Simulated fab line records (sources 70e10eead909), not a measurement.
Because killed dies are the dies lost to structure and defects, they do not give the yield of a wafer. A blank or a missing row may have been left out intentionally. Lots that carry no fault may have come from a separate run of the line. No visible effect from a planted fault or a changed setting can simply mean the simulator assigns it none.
Which of the tools did it? + flow nand_harc + 24 lots, 72 wafers sampled, at 6 steps of a route of 1302

== WHAT EACH GAUGE READ, for each wafer ==
The record lacks any reading of a measuring or inspecting step that a usual standard deviation could be used to judge.

== WHICH TOOL RAN EACH LOT (tool, then ch and the chambers of the sampled wafers, then the start) ==
| lot  | NHARC_A_STAIRCASE_TRIM_229         | NHARC_A_STAIRCASE_ETCH_236                    | NHARC_A_STAIRCASE_DESCUM_312       | NHARC_A_STAIRCASE_ETCHBACK_416                | NHARC_A_STAIRCASE_STRIP_446          | NHARC_A_STAIRCASE_CMP_472     |
|------|------------------------------------|-----------------------------------------------|------------------------------------|-----------------------------------------------|--------------------------------------|-------------------------------|
| L075 | rie_diel-12 ch 1,2,3, day 16 05:10 | rie_diel-12 ch 1,2,3, day 17 04:47 or earlier | rie_diel-02 ch 0,2,3, day 17 04:47 | rie_diel-13 ch 1,2,3, day 19 10:49 or earlier | plasma_asher-02 ch 0,1, day 19 10:49 | cmp-01 ch 1,2, day 19 13:09   |
| L074 | rie_diel-13 ch 1,2,3, day 16 05:27 | rie_diel-13 ch 1,3, day 17 04:32 or earlier   | rie_diel-13 ch 0,2,3, day 17 04:32 | rie_diel-13 ch 0,2,3, day 19 10:41 or earlier | plasma_asher-01 ch 0,1, day 19 10:41 | cmp-02 ch 0,1,3, day 19 12:53 |
| L076 | rie_diel-02 ch 0,2,3, day 17 03:05 | rie_diel-02 ch 1,2,3, day 17 21:18 or earlier | rie_diel-02 ch 0,2, day 17 21:18   | rie_diel-13 ch 0,1, day 19 22:16 or earlier   | plasma_asher-02 ch 0,1, day 19 22:16 | cmp-02 ch 0,1,2, day 20 00:37 |
| L077 | rie_diel-12 ch 0,3, day 17 21:22   | rie_diel-12 ch 0,1,2, day 18 19:42 or earlier | rie_diel-12 ch 0,3, day 18 19:42   | rie_diel-13 ch 1,3, day 20 19:46 or earlier   | plasma_asher-02 ch 0,1, day 20 19:46 | cmp-02 ch 1,2,3, day 20 22:01 |
| L079 | rie_diel-12 ch 1,2,3, day 18 04:02 | rie_diel-12 ch 0,1,2, day 19 03:05 or earlier | rie_diel-12 ch 0,1,2, day 19 03:05 | rie_diel-02 ch 0,2, day 21 03:59 or earlier   | plasma_asher-02 ch 0,1, day 21 03:59 | cmp-01 ch 0,1,3, day 21 06:14 |
| L078 | rie_diel-13 ch 1,2, day 18 04:28   | rie_diel-13 ch 2,3, day 19 06:52 or earlier   | rie_diel-02 ch 0,1,2, day 19 06:52 | rie_diel-12 ch 1,2,3, day 21 15:19 or earlier | plasma_asher-01 ch 0,1, day 21 15:19 | cmp-02 ch 0,3, day 21 17:28   |
| L081 | rie_diel-02 ch 1,3, day 18 18:29   | rie_diel-02 ch 1,2, day 19 21:10 or earlier   | rie_diel-13 ch 0,3, day 19 21:10   | rie_diel-13 ch 0,1, day 22 05:16 or earlier   | plasma_asher-02 ch 0,1, day 22 05:16 | cmp-01 ch 1,3, day 22 07:33   |
| L080 | rie_diel-02 ch 2,3, day 18 22:50   | rie_diel-02 ch 1,2, day 19 21:47 or earlier   | rie_diel-02 ch 0,1, day 19 21:47   | rie_diel-13 ch 2,3, day 22 08:13 or earlier   | plasma_asher-01 ch 0,1, day 22 08:13 | cmp-03 ch 1,2, day 22 10:37   |
| L082 | rie_diel-02 ch 0,1,2, day 19 11:02 | rie_diel-02 ch 0,2, day 20 07:29 or earlier   | rie_diel-13 ch 0,1,2, day 20 07:29 | rie_diel-13 ch 1,2,3, day 20 12:48            | plasma_asher-02 ch 0,1, day 22 15:55 | cmp-02 ch 1,2,3, day 22 18:11 |
| L083 | rie_diel-13 ch 0,2,3, day 19 15:30 | rie_diel-13 ch 0,2,3, day 20 10:49 or earlier | rie_diel-12 ch 2,3, day 20 10:49   | rie_diel-02 ch 1,3, day 20 16:11              | plasma_asher-02 ch 0,1, day 22 15:38 | cmp-01 ch 1,2,3, day 22 17:58 |
| L084 | rie_diel-12 ch 0,2,3, day 20 08:07 | rie_diel-12 ch 1,2,3, day 21 03:07 or earlier | rie_diel-12 ch 0,1,2, day 21 03:07 | rie_diel-12 ch 1,2,3, day 23 06:00 or earlier | plasma_asher-01 ch 0, day 23 06:00   | cmp-03 ch 0,2,3, day 23 08:25 |
| L085 | rie_diel-02 ch 0,1,2, day 20 17:46 | rie_diel-02 ch 0,2, day 21 22:35 or earlier   | rie_diel-13 ch 0,1,2, day 21 22:35 | rie_diel-13 ch 0,3, day 23 21:25 or earlier   | plasma_asher-02 ch 0,1, day 23 21:25 | cmp-03 ch 0,2, day 23 23:40   |
| L086 | rie_diel-13 ch 0,2,3, day 21 03:32 | rie_diel-13 ch 0,1, day 22 05:47 or earlier   | rie_diel-02 ch 0,3, day 22 05:47   | rie_diel-02 ch 1,2, day 24 04:29 or earlier   | plasma_asher-02 ch 0,1, day 24 04:29 | cmp-03 ch 1,2,3, day 24 06:43 |
| L087 | rie_diel-02 ch 0,2,3, day 21 04:11 | rie_diel-02 ch 0,1,3, day 22 06:04 or earlier | rie_diel-13 ch 0,1,2, day 22 06:04 | rie_diel-12 ch 0,1,2, day 22 11:32            | plasma_asher-02 ch 0,1, day 24 05:22 | cmp-01 ch 0,1,3, day 24 08:04 |
| L088 | rie_diel-02 ch 0,2,3, day 22 09:29 | rie_diel-02 ch 1,2,3, day 23 09:59 or earlier | rie_diel-02 ch 0,1,3, day 23 09:59 | rie_diel-02 ch 0,1,2, day 25 15:37 or earlier | plasma_asher-02 ch 0,1, day 25 15:37 | cmp-01 ch 0,2, day 25 17:58   |
| L089 | rie_diel-02 ch 0,2,3, day 22 14:38 | rie_diel-02 ch 1,2, day 23 10:21 or earlier   | rie_diel-13 ch 0,2, day 23 10:21   | rie_diel-02 ch 0,3, day 25 15:52 or earlier   | plasma_asher-01 ch 0,1, day 25 15:52 | cmp-02 ch 0,1,2, day 25 18:10 |
| L090 | rie_diel-02 ch 1,3, day 23 00:19   | rie_diel-02 ch 0,1,3, day 23 18:22 or earlier | rie_diel-02 ch 0,2,3, day 23 18:22 | rie_diel-13 ch 1,2,3, day 26 02:17 or earlier | plasma_asher-02 ch 0,1, day 26 02:17 | cmp-03 ch 1,2,3, day 26 04:32 |
| L091 | rie_diel-02 ch 0,1, day 23 01:25   | rie_diel-02 ch 0,1,3, day 23 20:16 or earlier | rie_diel-12 ch 1,2, day 23 20:16   | rie_diel-12 ch 1,2, day 26 01:26 or earlier   | plasma_asher-02 ch 0,1, day 26 01:26 | cmp-02 ch 0,1,2, day 26 03:53 |
| L092 | rie_diel-12 ch 1,2, day 23 11:10   | rie_diel-12 ch 0,2, day 24 09:35 or earlier   | rie_diel-12 ch 0,1, day 24 09:35   | rie_diel-13 ch 1,3, day 26 16:06 or earlier   | plasma_asher-02 ch 0, day 26 16:06   | cmp-03 ch 0,1,3, day 26 18:25 |
| L093 | rie_diel-12 ch 0,2,3, day 23 23:37 | rie_diel-12 ch 1,3, day 25 00:08 or earlier   | rie_diel-12 ch 2,3, day 25 00:08   | rie_diel-02 ch 1,3, day 27 03:03 or earlier   | plasma_asher-02 ch 0,1, day 27 03:03 | cmp-02 ch 0,1, day 27 05:51   |
| L096 | rie_diel-02 ch 1,3, day 24 19:02   | rie_diel-12 ch 1,2,3, day 25 14:20 or earlier | rie_diel-13 ch 1,2, day 25 14:20   | rie_diel-02 ch 0,1, day 27 13:54 or earlier   | plasma_asher-02 ch 0,1, day 27 13:54 | cmp-01 ch 1,2, day 27 16:08   |
| L094 | rie_diel-13 ch 1,2,3, day 24 19:20 | rie_diel-13 ch 1,2,3, day 25 17:23 or earlier | rie_diel-12 ch 0,1,2, day 25 17:23 | rie_diel-02 ch 0,1,3, day 27 14:44 or earlier | plasma_asher-02 ch 0,1, day 27 14:44 | cmp-02 ch 0,2,3, day 27 16:56 |
| L095 | rie_diel-13 ch 0,2,3, day 24 21:05 | rie_diel-13 ch 1,2, day 25 19:10 or earlier   | rie_diel-13 ch 0,1,3, day 25 19:10 | rie_diel-02 ch 0,3, day 27 16:51 or earlier   | plasma_asher-01 ch 0,1, day 27 16:51 | cmp-02 ch 1,2, day 27 19:07   |
| L097 | rie_diel-02 ch 0,2,3, day 25 15:30 | rie_diel-02 ch 0,1, day 26 14:50 or earlier   | rie_diel-02 ch 0,3, day 26 14:50   | rie_diel-02 ch 0,2,3, day 28 16:56 or earlier | plasma_asher-01 ch 0,1, day 28 16:56 | cmp-02 ch 0,3, day 28 19:11   |
- NHARC_A_STAIRCASE_TRIM_229: chemistry O2, time 211.2 s.
- NHARC_A_STAIRCASE_ETCH_236: etches the open film in C4F8/O2, target depth 100 nm, time 40.5 s.
- NHARC_A_STAIRCASE_DESCUM_312: chemistry O2, time 3 s.
- NHARC_A_STAIRCASE_ETCHBACK_416: etches the open film in C4F8/O2/Ar, target depth 36 nm, time 7.2 s.
- NHARC_A_STAIRCASE_STRIP_446: strips in O2.
- NHARC_A_STAIRCASE_CMP_472: polishes SiO2.

== WHAT THE TOOLS THEMSELVES READ (means of the sampled wafers that have a number; where no wafer has one, the mark that the record gives instead) ==
NHARC_A_STAIRCASE_TRIM_229. Usual: drypump_motor_current_A 5.7 A, standard deviation 0.56; oes_product_au 0.999 a.u., standard deviation 0.0091; rf_vpp_V 57.8 V, standard deviation 0.94; showerhead_plenum_p_Torr 3.54 Torr, standard deviation 0.18; throttle_valve_pct 17.036 %, standard deviation 0.01.
| lot  | tool        | drypump_motor_current_A (A) | oes_product_au (a.u.) | rf_vpp_V (V) | showerhead_plenum_p_Torr (Torr) | throttle_valve_pct (%) | flag |
|------|-------------|-----------------------------|-----------------------|--------------|---------------------------------|------------------------|------|
| L075 | rie_diel-12 | 5.8                         | 1.002                 | 57.0         | 3.47                            | 17.042                 |      |
| L074 | rie_diel-13 | 5.7                         | 1.005                 | 56.7         | 3.45                            | 17.045                 |      |
| L076 | rie_diel-02 | 6.1                         | 0.996                 | 58.0         | 3.56                            | 17.045                 |      |
| L077 | rie_diel-12 | 5.2                         | 1.000                 | 58.0         | 3.42                            | 17.043                 |      |
| L079 | rie_diel-12 | 5.8                         | 1.006                 | 58.3         | 3.46                            | 17.021                 |      |
| L078 | rie_diel-13 | 6.0                         | 1.006                 | 57.2         | 3.33                            | 17.031                 |      |
| L081 | rie_diel-02 | 5.6                         | 0.998                 | 57.0         | 3.54                            | 17.032                 |      |
| L080 | rie_diel-02 | 6.2                         | 0.999                 | 57.8         | 3.43                            | 17.034                 |      |
| L082 | rie_diel-02 | 5.8                         | 0.990                 | 57.9         | 3.68                            | 17.038                 |      |
| L083 | rie_diel-13 | 5.6                         | 0.999                 | 58.6         | 3.50                            | 17.041                 |      |
| L084 | rie_diel-12 | 5.3                         | 0.998                 | 58.5         | 3.58                            | 17.030                 |      |
| L085 | rie_diel-02 | 5.8                         | 0.998                 | 58.2         | 3.67                            | 17.036                 |      |
| L086 | rie_diel-13 | 5.6                         | 1.007                 | 57.4         | 3.50                            | 17.045                 |      |
| L087 | rie_diel-02 | 6.1                         | 0.993                 | 58.2         | 3.54                            | 17.048                 |      |
| L088 | rie_diel-02 | 6.1                         | 0.996                 | 57.3         | 3.54                            | 17.031                 |      |
| L089 | rie_diel-02 | 6.1                         | 0.993                 | 57.4         | 3.53                            | 17.033                 |      |
| L090 | rie_diel-02 | 5.3                         | 0.998                 | 58.2         | 3.65                            | 17.035                 |      |
| L091 | rie_diel-02 | 5.5                         | 1.003                 | 57.7         | 3.76                            | 17.030                 |      |
| L092 | rie_diel-12 | 5.6                         | 1.005                 | 57.6         | 3.68                            | 17.041                 |      |
| L093 | rie_diel-12 | 5.3                         | 1.001                 | 57.7         | 3.56                            | 17.023                 |      |
| L096 | rie_diel-02 | 5.6                         | 0.994                 | 57.7         | 3.52                            | 17.034                 |      |
| L094 | rie_diel-13 | 5.7                         | 1.002                 | 58.1         | 3.41                            | 17.032                 |      |
| L095 | rie_diel-13 | 5.7                         | 0.994                 | 58.0         | 3.48                            | 17.040                 |      |
| L097 | rie_diel-02 | 6.1                         | 1.000                 | 57.5         | 3.52                            | 17.036                 |      |

NHARC_A_STAIRCASE_ETCH_236. Usual: oes_product_au 0.941 a.u., standard deviation 0.011; rf_vpp_V 896 V, standard deviation 6.6.
| lot  | tool        | oes_product_au (a.u.) | rf_vpp_V (V) | flag |
|------|-------------|-----------------------|--------------|------|
| L075 | rie_diel-12 | 0.959                 | 893          |      |
| L074 | rie_diel-13 | 0.949                 | 897          |      |
| L076 | rie_diel-02 | 0.952                 | 891          |      |
| L077 | rie_diel-12 | 0.948                 | 889          |      |
| L079 | rie_diel-12 | 0.935                 | 890          |      |
| L078 | rie_diel-13 | 0.959                 | 893          |      |
| L081 | rie_diel-02 | 0.925                 | 897          |      |
| L080 | rie_diel-02 | 0.934                 | 902          |      |
| L082 | rie_diel-02 | 0.927                 | 901          |      |
| L083 | rie_diel-13 | 0.945                 | 895          |      |
| L084 | rie_diel-12 | 0.935                 | 900          |      |
| L085 | rie_diel-02 | 0.921                 | 900          |      |
| L086 | rie_diel-13 | 0.942                 | 890          |      |
| L087 | rie_diel-02 | 0.938                 | 901          |      |
| L088 | rie_diel-02 | 0.939                 | 897          |      |
| L089 | rie_diel-02 | 0.937                 | 897          |      |
| L090 | rie_diel-02 | 0.930                 | 900          |      |
| L091 | rie_diel-02 | 0.932                 | 901          |      |
| L092 | rie_diel-12 | 0.947                 | 900          |      |
| L093 | rie_diel-12 | 0.940                 | 896          |      |
| L096 | rie_diel-12 | 0.937                 | 899          |      |
| L094 | rie_diel-13 | 0.942                 | 891          |      |
| L095 | rie_diel-13 | 0.949                 | 889          |      |
| L097 | rie_diel-02 | 0.954                 | 904          |      |

NHARC_A_STAIRCASE_DESCUM_312. Usual: drypump_motor_current_A 5.7 A, standard deviation 0.57; oes_product_au 1.001 a.u., standard deviation 0.009; rf_vpp_V 57.7 V, standard deviation 0.86; showerhead_plenum_p_Torr 1.91 Torr, standard deviation 0.1; throttle_valve_pct 11.310 %, standard deviation 0.0083.
| lot  | tool        | drypump_motor_current_A (A) | oes_product_au (a.u.) | rf_vpp_V (V) | showerhead_plenum_p_Torr (Torr) | throttle_valve_pct (%) | flag |
|------|-------------|-----------------------------|-----------------------|--------------|---------------------------------|------------------------|------|
| L075 | rie_diel-02 | 6.1                         | 0.995                 | 56.6         | 1.93                            | 11.307                 |      |
| L074 | rie_diel-13 | 5.6                         | 1.009                 | 57.1         | 1.90                            | 11.306                 |      |
| L076 | rie_diel-02 | 6.0                         | 1.004                 | 57.9         | 2.00                            | 11.315                 |      |
| L077 | rie_diel-12 | 5.2                         | 0.988                 | 57.7         | 1.85                            | 11.305                 |      |
| L079 | rie_diel-12 | 5.5                         | 1.009                 | 58.1         | 1.81                            | 11.309                 |      |
| L078 | rie_diel-02 | 5.8                         | 0.985                 | 58.2         | 2.00                            | 11.308                 |      |
| L081 | rie_diel-13 | 5.9                         | 1.000                 | 58.0         | 1.93                            | 11.307                 |      |
| L080 | rie_diel-02 | 5.5                         | 0.989                 | 58.3         | 2.06                            | 11.313                 |      |
| L082 | rie_diel-13 | 5.9                         | 0.998                 | 57.1         | 1.83                            | 11.317                 |      |
| L083 | rie_diel-12 | 5.5                         | 1.000                 | 58.0         | 2.00                            | 11.310                 |      |
| L084 | rie_diel-12 | 5.5                         | 1.005                 | 58.8         | 1.91                            | 11.311                 |      |
| L085 | rie_diel-13 | 5.9                         | 0.993                 | 57.8         | 1.83                            | 11.305                 |      |
| L086 | rie_diel-02 | 5.8                         | 1.000                 | 57.9         | 1.98                            | 11.318                 |      |
| L087 | rie_diel-13 | 5.9                         | 1.009                 | 57.2         | 1.83                            | 11.308                 |      |
| L088 | rie_diel-02 | 5.6                         | 1.000                 | 57.6         | 1.98                            | 11.302                 |      |
| L089 | rie_diel-13 | 5.6                         | 0.996                 | 57.9         | 1.84                            | 11.313                 |      |
| L090 | rie_diel-02 | 6.1                         | 0.994                 | 56.6         | 1.91                            | 11.308                 |      |
| L091 | rie_diel-12 | 5.6                         | 1.005                 | 57.0         | 2.00                            | 11.318                 |      |
| L092 | rie_diel-12 | 6.0                         | 1.009                 | 57.4         | 1.85                            | 11.314                 |      |
| L093 | rie_diel-12 | 5.3                         | 1.004                 | 58.6         | 2.03                            | 11.308                 |      |
| L096 | rie_diel-13 | 5.6                         | 0.995                 | 57.4         | 1.79                            | 11.307                 |      |
| L094 | rie_diel-12 | 5.5                         | 1.010                 | 57.4         | 1.90                            | 11.316                 |      |
| L095 | rie_diel-13 | 6.0                         | 1.010                 | 58.1         | 1.87                            | 11.306                 |      |
| L097 | rie_diel-02 | 5.9                         | 0.992                 | 56.9         | 1.90                            | 11.313                 |      |

NHARC_A_STAIRCASE_ETCHBACK_416. Usual: oes_product_au 0.94 a.u., standard deviation 0.031; rf_vpp_V 723 V, standard deviation 5.1.
| lot  | tool        | oes_product_au (a.u.) | rf_vpp_V (V) | flag |
|------|-------------|-----------------------|--------------|------|
| L075 | rie_diel-13 | 0.94                  | 721          |      |
| L074 | rie_diel-13 | 0.93                  | 722          |      |
| L076 | rie_diel-13 | 0.93                  | 719          |      |
| L077 | rie_diel-13 | 1.01                  | 720          |      |
| L079 | rie_diel-02 | 0.93                  | 724          |      |
| L078 | rie_diel-12 | 0.93                  | 721          |      |
| L081 | rie_diel-13 | 0.93                  | 718          |      |
| L080 | rie_diel-13 | 0.92                  | 724          |      |
| L082 | rie_diel-13 | 0.93                  | 720          |      |
| L083 | rie_diel-02 | 0.97                  | 724          |      |
| L084 | rie_diel-12 | 0.93                  | 727          |      |
| L085 | rie_diel-13 | 0.93                  | 726          |      |
| L086 | rie_diel-02 | 0.92                  | 728          |      |
| L087 | rie_diel-12 | 0.94                  | 722          |      |
| L088 | rie_diel-02 | 0.92                  | 727          |      |
| L089 | rie_diel-02 | 0.92                  | 723          |      |
| L090 | rie_diel-13 | 0.93                  | 720          |      |
| L091 | rie_diel-12 | 0.94                  | 724          |      |
| L092 | rie_diel-13 | 0.94                  | 719          |      |
| L093 | rie_diel-02 | 1.00                  | 727          |      |
| L096 | rie_diel-02 | 1.01                  | 730          |      |
| L094 | rie_diel-02 | 1.00                  | 725          |      |
| L095 | rie_diel-02 | 1.00                  | 722          |      |
| L097 | rie_diel-02 | 0.92                  | 723          |      |

NHARC_A_STAIRCASE_STRIP_446. Usual: drypump_motor_current_A 5.9 A, standard deviation 0.36; heater_power_w 315 W, standard deviation 25.
| lot  | tool            | drypump_motor_current_A (A) | heater_power_w (W) | flag |
|------|-----------------|-----------------------------|--------------------|------|
| L075 | plasma_asher-02 | 6.0                         | 309                |      |
| L074 | plasma_asher-01 | 6.2                         | 340                |      |
| L076 | plasma_asher-02 | 5.8                         | 330                |      |
| L077 | plasma_asher-02 | 5.8                         | 323                |      |
| L079 | plasma_asher-02 | 5.8                         | 327                |      |
| L078 | plasma_asher-01 | 5.9                         | 318                |      |
| L081 | plasma_asher-02 | 6.0                         | 313                |      |
| L080 | plasma_asher-01 | 6.2                         | 339                |      |
| L082 | plasma_asher-02 | 6.0                         | 312                |      |
| L083 | plasma_asher-02 | 6.0                         | 313                |      |
| L084 | plasma_asher-01 | 6.5                         | 324                |      |
| L085 | plasma_asher-02 | 5.7                         | 327                |      |
| L086 | plasma_asher-02 | 5.8                         | 327                |      |
| L087 | plasma_asher-02 | 5.8                         | 326                |      |
| L088 | plasma_asher-02 | 6.0                         | 310                |      |
| L089 | plasma_asher-01 | 6.2                         | 312                |      |
| L090 | plasma_asher-02 | 5.8                         | 330                |      |
| L091 | plasma_asher-02 | 5.8                         | 327                |      |
| L092 | plasma_asher-02 | 6.2                         | 285                |      |
| L093 | plasma_asher-02 | 5.8                         | 311                |      |
| L096 | plasma_asher-02 | 6.0                         | 299                |      |
| L094 | plasma_asher-02 | 6.0                         | 298                |      |
| L095 | plasma_asher-01 | 6.2                         | 313                |      |
| L097 | plasma_asher-01 | 5.9                         | 298                |      |

NHARC_A_STAIRCASE_CMP_472. Usual: motor_current_A at 12.3 A, with a standard deviation of 1.4.
| lot  | tool   | motor_current_A (A) | flag |
|------|--------|---------------------|------|
| L075 | cmp-01 | 11.9                |      |
| L074 | cmp-02 | 12.6                |      |
| L076 | cmp-02 | 12.0                |      |
| L077 | cmp-02 | 12.1                |      |
| L079 | cmp-01 | 13.2                |      |
| L078 | cmp-02 | 11.5                |      |
| L081 | cmp-01 | 12.8                |      |
| L080 | cmp-03 | 12.3                |      |
| L082 | cmp-02 | 12.2                |      |
| L083 | cmp-01 | 12.6                |      |
| L084 | cmp-03 | 11.9                |      |
| L085 | cmp-03 | 10.6                |      |
| L086 | cmp-03 | 13.0                |      |
| L087 | cmp-01 | 13.0                |      |
| L088 | cmp-01 | 11.4                |      |
| L089 | cmp-02 | 12.1                |      |
| L090 | cmp-03 | 12.6                |      |
| L091 | cmp-02 | 11.8                |      |
| L092 | cmp-03 | 13.1                |      |
| L093 | cmp-02 | 12.4                |      |
| L096 | cmp-01 | 13.4                |      |
| L094 | cmp-02 | 11.4                |      |
| L095 | cmp-02 | 13.0                |      |
| L097 | cmp-02 | 11.9                |      |

== THE ANSWER, worked out from the rows above alone ==
Rule: a lot is off if the mean of its wafers that have a number lies more than 3 standard deviations from the usual mean. A lot without any number at a reading at which 4 lots or more have one is off too. Any other lot the step has rows for is counted as sound. After the gauges, taken in route order, come the tools' own readings; for these a lot's mean is taken, as printed above. At the first step where some lot is off, the reading lying furthest off is the one used; lots without a number count as furthest.
None of the lots is off at any reading shown; this tells nothing.

== WHAT THE SIMULATOR PUT IN ==
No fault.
